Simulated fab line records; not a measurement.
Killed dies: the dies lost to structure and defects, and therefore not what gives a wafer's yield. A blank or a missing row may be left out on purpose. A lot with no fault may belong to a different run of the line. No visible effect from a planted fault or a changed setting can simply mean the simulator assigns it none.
Struck lot and sound lot, side by side    flow n5_finfet    27 steps out of a route of 1938
Sound: the wafers L379.2, L379.3, L379.5. Wafers L395.1, L395.2, L395.5 were the ones struck. The cause is given at the end.
Order at every step that has rows: each side's tool, ch and its chambers, its first start. Under that, the readings that differ: sound wafers    struck wafers    difference of the means    sigmas: that difference in standard deviations of wafers without a fault.
alike: words and numbers the same on both sides, and readings whose means are apart by under 2 such deviations; not compared: readings that were withheld, readings missing a value for some wafer, numbers with overlapping values and no deviation given by the record, and bounds like >300 which may hide the same value.
Wherever a step has rows on one side only, a row that says differs or no value, or a row with sigmas, the two part there. Numbers that have no deviation but don't overlap get no sigmas and don't part them. A reading missing from all wafers of one side parts the sides only when that side holds two or more wafers.

first, 11 steps without rows for these wafers: N5_BEOL_M1_STRIP_65 (strips in N2/H2); N5_BEOL_M1_STRIP_75 (strips in N2/H2); N5_BEOL_M1_STRIP_66 (strips in CF4); N5_BEOL_M1_HM_OPEN_17 (chemistry Cl2/BCl3, target TiN, target depth 20 nm, overetch 6 nm); N5_BEOL_M1_STRIP_19 (strips in O2); N5_BEOL_M1_COAT_67 (time 60 s, resist thk 60 nm); N5_BEOL_M1_COAT_68 (time 60 s, resist thk 12 nm); N5_BEOL_M1_COAT_76 (time 60 s, resist thk 5 nm); N5_BEOL_M1_COAT_22 (resist thk 30 nm); N5_BEOL_M1_EBR_24; N5_BEOL_M1_SOFTBAKE_23 (time 60 s).
N5_BEOL_M1_EXPOSE_25: exposes mask V0, defocus 5 nm, target cd 24 nm.
  sound on euv_scanner-01 ch 0, day 7 09:28; struck on euv_scanner-01 ch 0, day 12 00:12
  alike: mask
then, 2 steps without rows for these wafers: N5_BEOL_M1_PEB_26 (peb time 60 s); N5_BEOL_M1_DEVELOP_27 (develop time 30 s).
N5_BEOL_M1_CD_MEAS_28: target cd y 23.3 nm.
  sound on cd_sem-02 ch 0, day 7 09:37; struck on cd_sem-01 ch 0, day 12 00:21
reading     sound              struck            difference  sigmas
cd_nm (nm)  23.89 23.90 23.93  2.76 18.17 16.63  -11.39      -47
then, 8 steps without rows for these wafers: N5_BEOL_M1_DESCUM_33 (chemistry O2, time 7 s); N5_BEOL_M1_ETCH_77 (etches underlayer in N2/H2, target depth 6.5 nm, time 5.2 s); N5_BEOL_M1_ETCH_69 (etches SiARC in CF4, target depth 15.6 nm, time 26 s); N5_BEOL_M1_ALD_98 (deposits SiO2, target thk 2.5 nm, pulse time 1 s, co reactant pulse time 1 s); N5_BEOL_M1_ETCHBACK_99 (etches SiO2 in CHF3, target depth 5 nm, time 10.4 s); N5_BEOL_M1_ETCH_70 (etches SOC in N2/H2, target depth 80 nm, overetch 16 nm, time 120 s); N5_BEOL_M1_STRIP_71 (strips in N2/H2); N5_BEOL_M1_STRIP_78 (strips in N2/H2).
N5_BEOL_M1_VIA_ETCH_34: etches the open film in C4F6/O2, target depth 67.8 nm, time 64.4 s.
  sound on rie_diel-01 ch 1,2,3, day 7 15:59; struck on rie_diel-06 ch 1,2,3, day 12 07:22
  alike: bias_w, drypump_motor_current_A, oes_product_au, rf_vpp_V, showerhead_plenum_p_Torr, throttle_valve_pct
  not compared: rf_hours_counter_h, model.BEOL_M1.cd_nm
then, 1 step without rows for these wafers: N5_BEOL_M1_STRIP_83 (strips in C4F6/O2).
N5_BEOL_M4_RC_MEAS_101:
  the record has rows for the sound wafers here (prober-02 ch 0, day 9 07:56) and none for the struck ones
-- record jumps: 6 days separate the struck wafers' starts on either side; left off in module BEOL_M4, taken up again in module PASSIVATION, whose first shown step is the route's number 1936 --
N5_PASSIVATION_PROBE_49:
  sound: prober-01 at day 13 17:20; struck: prober-01 at day 18 06:07
reading                   sound           struck          difference  sigmas
defect_limited_yield (%)  91.5 91.1 89.7  0 0 0           -91         -65
killed_at_M0_to_M3        30 28 25        1120 1115 1101  +1084       +99
killed_dies               100 105 121     1180 1180 1180  +1071       +63
killed_on_rim             11 13 18        152 152 152     +138        +34
sort_bin_5_function (%)   5.2 5.9 6.4     96.5 96.8 96.0  +90.6       +99 or more
sort_n_pass               1080 1075 1059  0 0 0           -1071       -63
sort_yield_pct (%)        91.5 91.1 89.7  0 0 0           -91         -65
  alike: killed_at_M4_up, killed_at_contacts, killed_at_front_end, killed_at_other, killed_open, killed_short, sort_bin_6_memory

WHERE THEY PART
Last at N5_PASSIVATION_PROBE_49 as far as this record goes, first at N5_BEOL_M1_CD_MEAS_28.

WHY: what had been put in by the simulator
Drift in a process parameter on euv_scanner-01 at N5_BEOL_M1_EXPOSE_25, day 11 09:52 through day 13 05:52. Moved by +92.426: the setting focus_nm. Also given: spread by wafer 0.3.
